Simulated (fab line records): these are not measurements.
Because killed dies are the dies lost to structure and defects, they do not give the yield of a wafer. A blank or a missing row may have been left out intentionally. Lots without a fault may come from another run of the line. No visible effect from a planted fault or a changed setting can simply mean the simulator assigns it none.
Check of tool commonality | flow nand-harc | Sampled: 12 lots, 36 wafers

== REASON FOR OPENING ==
Flagged at NHARC_P_M1_THK_MEAS_24: reading thk-nm, on 3 of 12 lots. No-fault wafers: 157.4 nm, standard deviation 1.7.
Rule: a lot is flagged in two cases, either no wafer of it has a number, or all its wafers with numbers fall more than 4 standard deviations from that mean. The rest of the lots are taken to be sound.

lot  | measured     | on            | thk-nm (nm), wafer by wafer | flag
L676 | day 6 12:58  | film-metro-02 | 156.8 156.1 158.3           |
L680 | day 7 20:56  | film-metro-01 | 155.3 157.5 158.7           |
L681 | day 8 14:30  | film-metro-01 | 30.2 31.5 29.6              | FLAGGED
L682 | day 8 19:52  | film-metro-02 | 28.2 30.5 30.3              | FLAGGED
L683 | day 9 06:07  | film-metro-01 | 29.7 29.4 31.1              | FLAGGED
L690 | day 12 06:20 | film-metro-02 | 156.9 158.4 159.3           |
L691 | day 12 09:59 | film-metro-01 | 155.7 156.6 157.1           |
L693 | day 13 06:44 | film-metro-01 | 158.4 156.6 158.4           |
L694 | day 13 23:55 | film-metro-01 | 159.0 156.3 155.5           |
L695 | day 14 00:07 | film-metro-02 | 156.3 157.9 158.1           |
L696 | day 14 20:53 | film-metro-01 | 156.4 157.8 156.3           |
L697 | day 15 00:19 | film-metro-01 | 156.2 159.8 157.4           |
Average over the flagged lots: 30.1 nm; offset from the usual -127.3 nm, equal to -75 standard deviations.

== EACH LOT AND THE TOOL IT RAN ON ==
The record holds 3 process steps before the reading, out of a route of 1302 steps. Every cell lists first the tool, next ch and the chambers used by the sampled wafers, and last the start.
lot  | flag    | NHARC_P_M0_ANNEAL_30             | NHARC_P_M1_ECD_22              | NHARC_P_M1_CMP_23
L676 |         | rtp-anneal-02 ch 0, day 6 08:19  | ecd-cu-01 ch 0,1, day 6 11:59  | cmp-01 ch 0,3, day 6 12:40
L680 |         | rtp-anneal-01 ch 0, day 7 15:32  | ecd-cu-02 ch 0,1, day 7 19:55  | cmp-02 ch 1,2,3, day 7 20:38
L681 | FLAGGED | rtp-anneal-01 ch 0, day 8 09:50  | ecd-cu-02 ch 0,1, day 8 13:28  | cmp-02 ch 1,2,3, day 8 14:11
L682 | FLAGGED | rtp-anneal-01 ch 0, day 8 15:10  | ecd-cu-02 ch 0, day 8 18:53    | cmp-03 ch 0,2, day 8 19:34
L683 | FLAGGED | rtp-anneal-01 ch 0, day 9 01:22  | ecd-cu-01 ch 0,1, day 9 05:10  | cmp-02 ch 0,1,3, day 9 05:51
L690 |         | rtp-anneal-01 ch 0, day 12 01:29 | ecd-cu-01 ch 1, day 12 05:21   | cmp-01 ch 0,3, day 12 06:01
L691 |         | rtp-anneal-01 ch 0, day 12 05:08 | ecd-cu-01 ch 0, day 12 09:00   | cmp-01 ch 0,1,3, day 12 09:43
L693 |         | rtp-anneal-01 ch 0, day 13 01:31 | ecd-cu-02 ch 0,1, day 13 05:45 | cmp-03 ch 0,3, day 13 06:27
L694 |         | rtp-anneal-02 ch 0, day 13 18:58 | ecd-cu-01 ch 0,1, day 13 22:56 | cmp-02 ch 0,1,2, day 13 23:38
L695 |         | rtp-anneal-02 ch 0, day 13 19:20 | ecd-cu-02 ch 0,1, day 13 23:08 | cmp-01 ch 2,3, day 13 23:48
L696 |         | rtp-anneal-01 ch 0, day 14 16:05 | ecd-cu-01 ch 0,1, day 14 19:58 | cmp-01 ch 1,2,3, day 14 20:36
L697 |         | rtp-anneal-01 ch 0, day 14 19:33 | ecd-cu-02 ch 0,1, day 14 23:16 | cmp-03 ch 1,2, day 15 00:00
What is done by these steps:
- NHARC_P_M0_ANNEAL_30: time 90 s.
- NHARC_P_M1_ECD_22: material Cu, target thk 400 nm.
- NHARC_P_M1_CMP_23: polishes, t overpolish 20 s, target thk 157.82 nm.
- NHARC_P_M1_THK_MEAS_24: measures by xrf.

== FLAGGED OVER TOTAL, TOOL BY TOOL (the gauges that took the reading come last) ==
step                   | tool          | lots run | flagged | share of the flagged lots | sound lots run after its first flagged lot
NHARC_P_M0_ANNEAL_30   | rtp-anneal-01 | 9        | 3       | all                       | 5 (L690,L691,L693,L696,L697)
NHARC_P_M0_ANNEAL_30   | rtp-anneal-02 | 3        | 0       | none                      | -
NHARC_P_M1_ECD_22      | ecd-cu-01     | 6        | 1       | some                      | 4 (L690,L691,L694,L696)
NHARC_P_M1_ECD_22      | ecd-cu-02     | 6        | 2       | some                      | 3 (L693,L695,L697)
NHARC_P_M1_CMP_23      | cmp-01        | 5        | 0       | none                      | -
NHARC_P_M1_CMP_23      | cmp-02        | 4        | 2       | some                      | 1 (L694)
NHARC_P_M1_CMP_23      | cmp-03        | 3        | 1       | some                      | 2 (L693,L697)
NHARC_P_M1_THK_MEAS_24 | film-metro-01 | 8        | 2       | some                      | 5 (L691,L693,L694,L696,L697)
NHARC_P_M1_THK_MEAS_24 | film-metro-02 | 4        | 1       | some                      | 2 (L690,L695)

== WHAT IS ALLOWED BY THE TABLE ==
In the table, 1 row covers all flagged lots: rtp-anneal-01 at NHARC_P_M0_ANNEAL_30.
- rtp-anneal-01 at NHARC_P_M0_ANNEAL_30: 3 of its 9 lots flagged. Sound lots followed the first flagged one (L690, L691, L693, L696, L697) on it, something a lasting fault affecting the whole tool could not allow.
None of the table's rows ran every flagged lot and, after the first, no sound lot.

== WHAT THE SIMULATOR HAD PUT IN ==
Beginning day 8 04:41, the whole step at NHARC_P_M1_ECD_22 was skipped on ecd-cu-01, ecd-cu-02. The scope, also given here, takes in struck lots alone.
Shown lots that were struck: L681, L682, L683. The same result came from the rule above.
